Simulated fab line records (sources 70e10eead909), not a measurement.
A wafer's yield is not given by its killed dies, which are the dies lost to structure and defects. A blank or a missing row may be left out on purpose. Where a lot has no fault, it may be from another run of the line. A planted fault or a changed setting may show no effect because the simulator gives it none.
fab line records    flow nandHarc
record lots=12  wafers=36  lastDay=32
route steps=1302 shown P_ZERO_WELL@61 P_STI@89 P_GATE@140 END@1302
lots that met no fault: taken from a fault-free run of the same line
startH: hours from the record's first day to the start of the lot's first wafer shown    waitH: how many hours have passed since the lot's step before this one    " identical to the entry in the row above    L1.1+2: one row covering several wafers at once    - no value, or no start given    * or withheld: withheld    < > ~ a bound
route shown NAME@n: a module of which the file shows steps, and the number in the route of the first    usual: mean/standard deviation of fault-free wafers    same: alike in all rows    chamber/n: place in a boat    sites: each site's reading    _std_site: the standard deviation of these    _edge_site: outer sites' mean less inner sites'    radiusMm: for every site, how far away it sits from the centre of the wafer    mask NAME#n: copy n    behind: the tool/chamber that last shaped the wafer    hold: why the lot was held/for how many hours/how that ended    device: which transistor (n, p or np) failed to switch    end of line: the same wafers' tests at the end of the route    step lacking rows: just its recipe    killed: at the first sort, the dies lost to defects and structure; wafer yield is something else    map: shows each die of a wafer: x if killed, . if not, _ if none is there
set.NAME: the setting as run; set.NAME@STEP: as run at that earlier step    model.NAME: the simulator's own value behind a step, which no gauge read
steps of the route over a sample of lots; a table a step, a row a wafer
services: the hour from which a tool's chamber was out of use, counted from the record's first day as startH (under 0 if before that day), plus the number of hours and why
## steps
# step NHARC_P_ZERO_WELL_DESCUM_54
# recipe timeS=3  o2FlowSccm=200  arFlowSccm=0  biasPowerW=0  chemistry=O2
# usual drypumpMotorCurrentA=5.6/0.46  mfcArSccm=0.008/0.011  oesProductAu=1.001/0.01  rfVppV=57.6/0.9  showerheadPlenumPTorr=1.87/0.058  throttleValvePct=11.312/0.0082
# same timeS=3
lot.wafer  tool        chamber  startH  waitH  drypumpMotorCurrentA  mfcArSccm  oesProductAu  rfHoursCounterH  rfVppV  showerheadPlenumPTorr  throttleValvePct
L815.2     rieDiel-01  1        55.83   -      6.4                   0          1.003         4                58.1    1.87                   11.322
L815.6     "           1        "       "      6.4                   0          1.004         -                56.8    1.87                   11.308
L815.5     "           2        "       "      5.2                   0.021      1.006         -                57.3    1.81                   11.310
L816.2     rieDiel-01  0        66.27   -      4.9                   0          0.996         6                57.2    1.85                   11.320
L816.3     "           2        "       "      5.2                   0.021      1.004         9                57.2    1.81                   11.307
L816.6     "           0        "       "      4.9                   0          0.996         -                57.0    1.85                   11.304
L817.1     rieDiel-08  3        75.93   -      5.8                   0          0.991         17               57.1    1.90                   11.301
L817.5     "           1        "       "      5.8                   0.006      0.998         -                58.5    1.96                   11.322
L817.6     "           2        "       "      5.9                   0.016      1.006         -                57.4    1.90                   11.320
L820.3     rieDiel-08  2        106.10  -      5.9                   0.016      1.017         26               58.7    1.90                   11.311
L820.1     "           0        "       "      5.3                   0.021      1.014         25               57.8    1.82                   11.304
L820.6     "           3        "       "      5.8                   0          0.985         -                58.2    1.90                   11.311
L822.2     rieDiel-01  3        125.81  -      6.0                   0          1.000         25               58.3    1.87                   11.305
L822.1     "           0        "       "      4.9                   0          1.003         26               58.1    1.84                   11.312
L822.3     "           1        "       "      6.4                   0          1.009         29               58.5    1.87                   11.315
L823.1     rieDiel-04  1        135.91  -      5.5                   0.025      1.013         43               58.3    1.90                   11.306
L823.4     "           2        "       "      6.1                   0.043      1.011         33               57.5    1.87                   11.319
L823.6     "           3        "       "      5.4                   0          0.994         -                59.3    1.98                   11.316
L827.3     rieDiel-08  0        175.88  -      5.3                   0.021      1.005         41               57.5    1.81                   11.318
L827.1     "           1        "       "      5.8                   0.006      0.985         45               56.8    1.95                   11.310
L827.2     "           3        "       "      5.9                   0          0.979         43               57.3    1.90                   11.319
L828.1     rieDiel-08  2        185.94  -      5.9                   0.016      1.014         50               58.7    1.89                   11.303
L828.5     "           3        "       "      5.9                   0          1.004         -                57.8    1.89                   11.299
L828.6     "           0        "       "      5.3                   0.021      1.015         -                57.4    1.81                   11.309
L829.2     rieDiel-01  2        195.85  -      5.2                   0.021      0.975         54               58.7    1.80                   11.314
L829.5     "           3        "       "      5.9                   0          0.979         -                57.1    1.86                   11.323
L829.6     "           0        "       "      4.9                   0          0.987         -                58.4    1.84                   11.319
L830.2     rieDiel-08  2        205.94  -      5.9                   0.016      1.015         2                58.5    1.89                   11.305
L830.3     "           3        "       "      5.9                   0          1.008         1                60.4    1.89                   11.316
L830.4     "           0        "       "      5.3                   0.021      1.013         1                58.0    1.81                   11.317
L831.1     rieDiel-04  3        217.72  -      5.5                   0          1.011         10               59.4    1.97                   11.320
L831.2     "           0        "       "      5.1                   0          1.003         9                57.9    2.05                   11.324
L831.5     "           0        "       "      5.2                   0          1.001         -                58.8    2.05                   11.318
L832.2     rieDiel-01  2        225.91  -      5.2                   0.021      0.993         4                56.8    1.80                   11.329
L832.3     "           0        "       "      4.9                   0          1.019         5                58.4    1.84                   11.304
L832.5     "           1        "       "      6.4                   0          1.013         -                58.2    1.86                   11.309
# step NHARC_P_STI_ETCH_31
# recipe targetDepthA=1089  timeS=54.5  cf4FlowSccm=100  chf3FlowSccm=30  arFlowSccm=0  rfW=500  biasW=200  chemistry=CF4/CHF3
# usual drypumpMotorCurrentA=5.9/0.45  mfcArSccm=0.011/0.012  oesProductAu=0.962/0.017  rfVppV=369.9/2  showerheadPlenumPTorr=1.55/0.053  throttleValvePct=16.803/0.0088
# same timeS=54.5
lot.wafer  tool        chamber  startH  waitH  drypumpMotorCurrentA  mfcArSccm  oesProductAu  rfHoursCounterH  rfVppV  showerheadPlenumPTorr  throttleValvePct
L815.2     rieDiel-12  3        -       -      5.8                   0.007      0.964         11               373.5   1.65                   16.805
L815.5     "           3        "       "      5.8                   0.007      0.953         -                372.9   1.65                   16.811
L815.6     "           0        "       "      5.4                   0.014      0.958         -                373.3   1.65                   16.796
L816.3     rieDiel-09  2        -       -      6.7                   0          0.988         7                367.8   1.52                   16.803
L816.2     "           0        "       "      6.8                   0.016      0.948         6                368.9   1.52                   16.795
L816.6     "           2        "       "      6.7                   0          0.986         -                368.8   1.52                   16.805
L817.1     rieDiel-07  2        -       -      6.1                   0.018      0.981         6                373.2   1.61                   16.794
L817.5     "           3        "       "      5.8                   0.001      0.983         -                369.3   1.56                   16.820
L817.6     "           0        "       "      5.8                   0.036      0.970         -                370.1   1.58                   16.787
L820.3     rieDiel-07  1        -       -      5.5                   0.021      0.952         0                368.5   1.51                   16.812
L820.1     "           3        "       "      5.8                   0.001      0.985         0                371.0   1.56                   16.799
L820.6     "           1        "       "      5.5                   0.021      0.947         -                368.1   1.51                   16.811
L822.3     rieDiel-07  2        -       -      6.1                   0.018      0.948         1                371.8   1.61                   16.801
L822.2     "           3        "       "      5.8                   0.001      0.970         1                369.8   1.56                   16.805
L822.1     "           0        "       "      5.8                   0.036      0.960         1                371.6   1.58                   16.798
L823.4     rieDiel-07  3        -       -      5.8                   0.001      0.931         1                370.1   1.56                   16.799
L823.1     "           2        "       "      6.1                   0.018      0.922         2                371.3   1.61                   16.807
L823.6     "           3        "       "      5.8                   0.001      0.938         -                369.4   1.56                   16.799
L827.2     rieDiel-07  3        -       -      5.8                   0.001      0.987         3                368.7   1.56                   16.805
L827.3     "           0        "       "      5.8                   0.036      0.957         4                371.1   1.58                   16.799
L827.1     "           1        "       "      5.5                   0.021      0.957         3                369.2   1.51                   16.805
L828.1     rieDiel-07  2        -       -      6.0                   0.018      0.949         4                372.9   1.61                   16.808
L828.5     "           0        "       "      5.9                   0.036      0.944         -                371.6   1.58                   16.804
L828.6     "           1        "       "      5.5                   0.021      0.944         -                367.3   1.51                   16.804
L829.2     rieDiel-07  1        -       -      5.5                   0.021      0.942         4                367.4   1.51                   16.788
L829.5     "           2        "       "      6.1                   0.018      0.960         -                372.3   1.61                   16.802
L829.6     "           3        "       "      5.8                   0.001      0.974         -                368.9   1.56                   16.793
L830.3     rieDiel-09  1        -       -      5.4                   0          0.921         3                367.5   1.48                   16.808
L830.4     "           3        "       "      5.8                   0          0.928         3                370.0   1.55                   16.813
L830.2     "           0        "       "      6.8                   0.016      0.937         3                367.1   1.52                   16.803
L831.1     rieDiel-12  2        -       -      5.6                   0.004      0.982         11               370.2   1.53                   16.800
L831.2     "           0        "       "      5.4                   0.014      0.964         13               372.5   1.64                   16.813
L831.5     "           3        "       "      5.9                   0.007      0.945         -                373.4   1.65                   16.823
L832.2     rieDiel-09  0        -       -      6.8                   0.016      0.977         5                370.0   1.52                   16.789
L832.3     "           3        "       "      5.8                   0          0.973         5                371.1   1.55                   16.800
L832.5     "           1        "       "      5.4                   0          0.971         -                367.6   1.48                   16.796
# step NHARC_P_GATE_DEVELOP_25
# recipe developTimeS=35  devTempC=23
# usual developerTempC=23.01/0.11
# same developTimeS=35
lot.wafer  tool           chamber  startH  waitH  developerTempC
L815.2     lithoTrack-06  0        129     -      23.23
L815.5     "              0        "       "      23.06
L815.6     "              0        "       "      23.11
L817.1     lithoTrack-06  0        148     -      22.98
L817.5     "              0        "       "      22.81
L817.6     "              0        "       "      22.86
L816.2     lithoTrack-04  0        148     -      22.95
L816.3     "              0        "       "      22.93
L816.6     "              0        "       "      22.89
L820.1     lithoTrack-04  0        181     -      23.01
L820.3     "              0        "       "      22.94
L820.6     "              0        "       "      22.92
L822.1     lithoTrack-01  0        203     -      22.94
L822.2     "              0        "       "      22.82
L822.3     "              0        "       "      22.98
L823.1     lithoTrack-06  0        210     -      23.07
L823.4     "              0        "       "      23.18
L823.6     "              0        "       "      22.92
L827.1     lithoTrack-04  0        244     -      20.81
L827.2     "              0        "       "      20.86
L827.3     "              0        "       "      20.68
L828.1     lithoTrack-04  0        251     -      20.77
L828.5     "              0        "       "      20.79
L828.6     "              0        "       "      20.78
L829.2     lithoTrack-06  0        263     -      23.10
L829.5     "              0        "       "      22.86
L829.6     "              0        "       "      22.95
L830.2     lithoTrack-06  0        280     -      22.83
L830.3     "              0        "       "      22.85
L830.4     "              0        "       "      22.87
L831.1     lithoTrack-06  0        283     -      23.06
L831.2     "              0        "       "      23.14
L831.5     "              0        "       "      23.16
L832.2     lithoTrack-01  0        291     -      23.11
L832.3     "              0        "       "      23.07
L832.5     "              0        "       "      23.07
# step NHARC_P_GATE_ETCH_32
# recipe targetDepthA=1500  overEtchFrac=1  overEtchIonEnergyEv=40  timeS=100.1  hbrFlowSccm=150  cl2FlowSccm=50  rfW=400  icpW=400  biasW=100  chemistry=HBr/Cl2
# usual drypumpMotorCurrentA=5.7/0.47  oesProductAu=1.001/0.0083  throttleValvePct=26.404/0.0087
# same timeS=100.1
lot.wafer  tool      chamber  startH  waitH  drypumpMotorCurrentA  oesProductAu  rfHoursCounterH  throttleValvePct
L815.2     rieSi-03  3        130.44  -      4.7                   0.998         0.4              26.397
L815.6     "         0        "       "      5.8                   1.006         -                26.396
L815.5     "         1        "       "      6.6                   0.992         -                26.406
L817.1     rieSi-06  2        148.90  -      5.5                   1.004         0.5              26.409
L817.6     "         1        "       "      6.2                   0.997         -                26.403
L817.5     "         2        "       "      5.5                   0.994         -                26.414
L816.2     rieSi-03  3        149.32  -      4.7                   1.000         0.5              26.398
L816.3     "         0        "       "      5.8                   1.009         0.6              26.405
L816.6     "         1        "       "      6.6                   0.999         -                26.411
L820.3     rieSi-02  0        181.77  -      6.0                   1.001         0.4              26.409
L820.1     "         1        "       "      5.8                   0.989         0.3              26.400
L820.6     "         3        "       "      5.7                   1.018         -                26.398
L822.3     rieSi-03  0        204.53  -      5.8                   1.007         0.9              26.400
L822.2     "         1        "       "      6.6                   0.991         1.1              26.395
L822.1     "         3        "       "      4.7                   0.994         0.7              26.401
L823.1     rieSi-06  2        211.28  -      5.5                   1.024         0.8              26.405
L823.4     "         0        "       "      5.1                   1.013         0.9              26.400
L823.6     "         2        "       "      5.5                   1.019         -                26.395
L827.3     rieSi-06  2        245.66  -      5.5                   1.000         1.1              26.405
L827.2     "         3        "       "      5.7                   1.003         1.0              26.412
L827.1     "         0        "       "      5.1                   1.005         1.1              26.423
L828.1     rieSi-03  0        252.08  -      5.8                   1.009         0.2              26.397
L828.5     "         0        "       "      5.8                   0.999         -                26.388
L828.6     "         1        "       "      6.6                   0.984         -                26.407
L829.2     rieSi-03  0        263.91  -      5.8                   1.008         0.3              26.403
L829.6     "         1        "       "      6.6                   0.981         -                26.409
L829.5     "         2        "       "      5.8                   1.004         -                26.416
L830.4     rieSi-06  1        280.96  -      6.2                   1.000         0.1              26.423
L830.2     "         2        "       "      5.5                   1.011         0.1              26.384
L830.3     "         0        "       "      5.1                   1.004         0.1              26.387
L831.2     rieSi-06  3        284.53  -      5.7                   1.010         0.1              26.418
L831.1     "         1        "       "      6.1                   1.001         0.2              26.414
L831.5     "         3        "       "      5.7                   1.005         -                26.417
L832.3     rieSi-03  3        291.84  -      4.7                   0.990         0.3              26.410
L832.2     "         1        "       "      6.6                   0.988         0.5              26.392
L832.5     "         3        "       "      4.7                   0.993         -                26.419
# step NHARC_END_SORT_01
# recipe tempC=25
# usual killedAtArray=49/18  killedAtOther=0.8/1  killedAtPeriphery=4.2/2.8  killedDies=54/18  killedOpen=3.0/1.7  killedShort=2.5/1.6
# same grossDies=677
lot.wafer  tool       chamber  startH  waitH  killedAtArray  killedAtOther  killedAtPeriphery  killedDies  killedOpen  killedShort
L822.1     prober-01  0        668.28  2.5    20             0              3                  23          4           4
L822.2     prober-01  0        669.07  2.8    30             1              3                  34          4           5
L822.3     prober-01  0        669.86  3.1    25             0              2                  27          5           3
# killed by level:class
L822.1 A_CHANNEL_HOLE_D1:chamberFilmFlake=4 A_CHANNEL_HOLE_D2:chamberFilmFlake=3 A_CHANNEL_FILL_D2:chamberFilmFlake=3 A_WL_FILL:geometricParticle:short=2 A_SLIT:chamberFilmFlake=2 P_M0:geometricParticle:open=1 P_M1:geometricParticle:open=1 A_CHANNEL_FILL_D1:geometricParticle:short=1
L822.2 A_CHANNEL_HOLE_D2:chamberFilmFlake=6 A_STAIRCASE:chamberFilmFlake=6 A_CHANNEL_HOLE_D1:chamberFilmFlake=5 A_WL_FILL:geometricParticle:short=2 A_CHANNEL_FILL_D2:chamberFilmFlake=2 A_DECK1_JOINT:chamberFilmFlake=2 P_M0:geometricParticle:open=1 P_M1:geometricParticle:short=1
L822.3 A_CHANNEL_HOLE_D1:chamberFilmFlake=11 A_CHANNEL_FILL_D1:geometricParticle:short=2 A_DECK1_JOINT:chamberFilmFlake=2 A_CHANNEL_HOLE_D2:chamberFilmFlake=2 A_CONTACT:chamberFilmFlake=2 P_CONTACT:geometricParticle:open=1 P_M0:geometricParticle:open=1 A_DECK1_JOINT:geometricParticle:open=1
## services
tool           chamber  startH  hours  kind
rieSi-03       -        44.00   9.0    pm
rieDiel-07     3        47.27   6.2    repair
rieDiel-08     -        63.82   2.6    repair
rieSi-06       -        72.00   9.0    pm
rieSi-06       1        100.17  1.1    repair
rieSi-06       -        101.14  0.7    repair
rieDiel-01     0        114.58  9.0    repair
rieDiel-07     -        117.25  9.0    pm
rieSi-06       1        120.44  9.2    repair
rieDiel-07     3        130.08  8.3    repair
rieDiel-01     1        131.48  9.0    repair
rieDiel-07     1        141.65  5.1    repair
rieDiel-01     0        148.55  23.3   repair
lithoTrack-06  -        179.00  7.0    pm
rieDiel-08     -        190.85  9.0    pm
rieDiel-01     2        197.68  5.6    repair
lithoTrack-04  -        203.00  7.0    pm
rieDiel-01     -        203.83  9.0    pm
rieSi-03       -        221.00  9.0    pm
rieDiel-01     3        223.79  11.7   repair
rieDiel-08     -        226.94  1.6    repair
rieSi-06       -        249.00  9.0    pm
rieDiel-08     3        258.95  2.8    repair
rieDiel-01     1        268.15  1.3    repair
## key
firstSign step=NHARC_P_GATE_DEVELOP_25  reading=developerTempC  direction=down  sigmas=20  usual=*  struck=*
effect none on later readings
metAt NHARC_P_GATE_DEVELOP_25
struckLots L827,L828
testerLeftOut L827,L828
notActingAt NHARC_P_ZERO_WELL_DESCUM_54,NHARC_P_STI_ETCH_31,NHARC_P_GATE_ETCH_32
onsetBetween 181 244
fault kind=processParameterDrift  tool=lithoTrack-04  chamber=-  onsetH=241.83  steps=NHARC_P_GATE_DEVELOP_25  channel=devTempC  offset=*  shape=step  endH=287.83  actsIn=*  stated=*
# testerLeftOut: of these lots the tester's yield and bins aren't shown, on N5 and GAA mostly nor the transistor test; their killed dies are dies lost to structure and defects alone, not to doping, threshold or leakage, so they don't give the yield
